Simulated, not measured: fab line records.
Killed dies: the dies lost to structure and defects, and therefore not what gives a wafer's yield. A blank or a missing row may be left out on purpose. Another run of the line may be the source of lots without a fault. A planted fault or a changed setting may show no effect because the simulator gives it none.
Chamber matching || flow nand harc || NHARC_P_BONDPAD_DEP_00 on pecvd-03: 3 sister chambers
The step deposits SiCN, target thk 250 nm. 3 wafers are shown with their chamber, then 8 later ones without.

WAFERS, EACH WITH ITS CHAMBER
{"wafer": "L086.3", "chamber": 2, "heater power w (W)": 572}
{"wafer": "L089.4", "chamber": 0, "heater power w (W)": 624}
{"wafer": "L088.1", "chamber": 1, "heater power w (W)": 654}

WAFERS WHOSE CHAMBER IS MISSING
{"wafer": "L088.3", "heater power w (W)": 566}
{"wafer": "L088.4", "heater power w (W)": 610}
{"wafer": "L091.1", "heater power w (W)": 642}
{"wafer": "L091.4", "heater power w (W)": 525}
{"wafer": "L091.5", "heater power w (W)": 622}
{"wafer": "L094.2", "heater power w (W)": 596}
{"wafer": "L094.3", "heater power w (W)": 584}
{"wafer": "L094.5", "heater power w (W)": 596}

EACH ONE'S CHAMBER
{"wafer": "L088.3", "from the rows above": 2, "in truth": 2}
{"wafer": "L088.4", "from the rows above": "can't be placed: 0 or 2 or 1", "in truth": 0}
{"wafer": "L091.1", "from the rows above": "can't be placed: 1 or 0", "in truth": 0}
{"wafer": "L091.4", "from the rows above": 2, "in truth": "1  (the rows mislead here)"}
{"wafer": "L091.5", "from the rows above": "can't be placed: 0 or 1", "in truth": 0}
{"wafer": "L094.2", "from the rows above": "can't be placed: 2 or 0 or 1", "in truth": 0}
{"wafer": "L094.3", "from the rows above": "can't be placed: 2 or 0", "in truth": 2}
{"wafer": "L094.5", "from the rows above": "can't be placed: 2 or 0 or 1", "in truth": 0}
Placed correctly: 1 of 8. Can't be placed from these rows: 6 (the true chamber is among the candidates in 6). Placed wrongly: 1.
How it was worked out, from the rows above alone: a wafer's distance from a chamber is the root of the sum, over the readings, of the square of ((its reading less the chamber's mean) divided by the reading's scatter). If the next closest chamber is less than 2 further off than the closest, the wafer can't be placed; otherwise it belongs to the closest. For every chamber, the mean is computed from those of its wafers that are shown. The scatter (one wafer shown for each chamber): square how far every hidden wafer sits from the nearest shown wafer, average those squares and take the square root.
